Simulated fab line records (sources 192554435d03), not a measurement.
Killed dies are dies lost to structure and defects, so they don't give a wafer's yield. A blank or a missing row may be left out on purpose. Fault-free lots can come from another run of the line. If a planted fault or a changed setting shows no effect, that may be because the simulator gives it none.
A single fault, viewed from 2 desks / flow n5 finfet / what lay behind the numbers comes last; until then each desk has only its own

== TOOL OWNER'S DESK, rie diel-03 ==
The tool's own readings at N5_FIN_CUT_STRIP_22 (strips in N2/H2): means of the sampled wafers that have a number, for each lot that ran on this tool. A lot is out of limits, marked OUT, if its mean lies more than 4 standard deviations from the usual mean; the brackets give that distance. Shown are 7 of the 9 readings it has, namely the first that went out of limits plus those furthest out on some lot.
Columns: A = chamber pressure mTorr at N5_FIN_CUT_STRIP_22, usual 50.02 mTorr; B = drypump motor current A at N5_FIN_CUT_STRIP_22, usual 5.9 A; C = oes product au at N5_FIN_CUT_STRIP_22, usual 0.75 a.u.; D = power w at N5_FIN_CUT_STRIP_22, usual 499.9 W; E = rf vpp V at N5_FIN_CUT_STRIP_22, usual 54.6 V; F = showerhead plenum p Torr at N5_FIN_CUT_STRIP_22, usual 3.39 Torr; G = throttle valve pct at N5_FIN_CUT_STRIP_22, usual 18.93 %
lot=L835; first seen here=day 2 15:14; A=50.03; B=5.6; C=0.72; D=499.9; E=53.1; F=3.44; G=19.21
lot=L836; first seen here=day 2 21:21; A=49.97; B=5.6; C=0.72; D=499.6; E=56.5; F=3.44; G=19.22
lot=L840; first seen here=day 3 21:22; A=49.95; B=5.8; C=0.72; D=484.1 (-11) OUT; E=54.8; F=3.37; G=19.20
Finding of this desk: L840 out of limits; the first was L840 at day 3 21:22, on power w at N5_FIN_CUT_STRIP_22. In limits: L835, L836.

== FROM THE METROLOGY DESK ==
Means of the sampled wafers that have a number, per lot and without regard to the tool the lot ran on: this is what the gauges read. A lot is out of limits, marked OUT, if its mean lies more than 4 standard deviations from the usual mean; the brackets give that distance. Readings shown: 7 of its 10, picked as those furthest out on some lot.
Columns: A = DIBL_P at N5_BEOL_M4_RC_MEAS_101, usual 36 mV/V; B = IOFF_P at N5_BEOL_M4_RC_MEAS_101, usual 0.21 nA/um; C = ION_P at N5_BEOL_M4_RC_MEAS_101, usual 464 uA/um; D = SS_N at N5_BEOL_M4_RC_MEAS_101, usual 71.5 mV/dec; E = SS_P at N5_BEOL_M4_RC_MEAS_101, usual 73.3 mV/dec; F = VT_N at N5_BEOL_M4_RC_MEAS_101, usual 250 mV; G = VT_P at N5_BEOL_M4_RC_MEAS_101, usual -251 mV
lot=L836; first seen here=day 8 21:05; A=38; B=0.30; C=482; D=72.4; E=73.2; F=245; G=-241
lot=L835; first seen here=day 9 09:14; A=37; B=0.22; C=471; D=71.4; E=73.5; F=248; G=-249
lot=L841; first seen here=day 10 14:48; A=36; B=0.22; C=461; D=72.0; E=73.4; F=251; G=-251
lot=L840; first seen here=day 10 16:34; A=34; B=0.18; C=465; D=71.1; E=71.8; F=251; G=-252
lot=L845; first seen here=day 11 09:40; A=34; B=0.19; C=470; D=70.7; E=73.2; F=247; G=-250
lot=L846; first seen here=day 11 23:30; A=40; B=0.25; C=465; D=72.4; E=74.1; F=250; G=-250
lot=L849; first seen here=day 12 02:02; A=40; B=0.22; C=459; D=71.7; E=74.1; F=250; G=-252
lot=L852; first seen here=day 13 05:12; A=37; B=0.23; C=465; D=71.7; E=74.3; F=248; G=-247
lot=L855; first seen here=day 14 07:22; A=37; B=0.21; C=457; D=72.0; E=73.4; F=250; G=-254
Result from this desk: across the 9 lots, nothing is out of limits.

== TAKEN TOGETHER ==
The tool owner's desk had the chance to raise an alarm at day 3 21:22 on L840.
Metrology desk: nothing out of limits seen.
The metrology desk has L840 on record, within its limits.
All the named lots went through N5_FIN_CUT_STRIP_22 on rie diel-03.

== WHAT THE SIMULATOR PUT IN ==
rie diel-03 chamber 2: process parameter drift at N5_FIN_CUT_STRIP_22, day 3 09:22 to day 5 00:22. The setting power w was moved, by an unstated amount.
Lots struck among those shown: L840.
How many hours passed from the start of the fault until each desk's first out-of-limits reading: the tool owner's desk, 12.
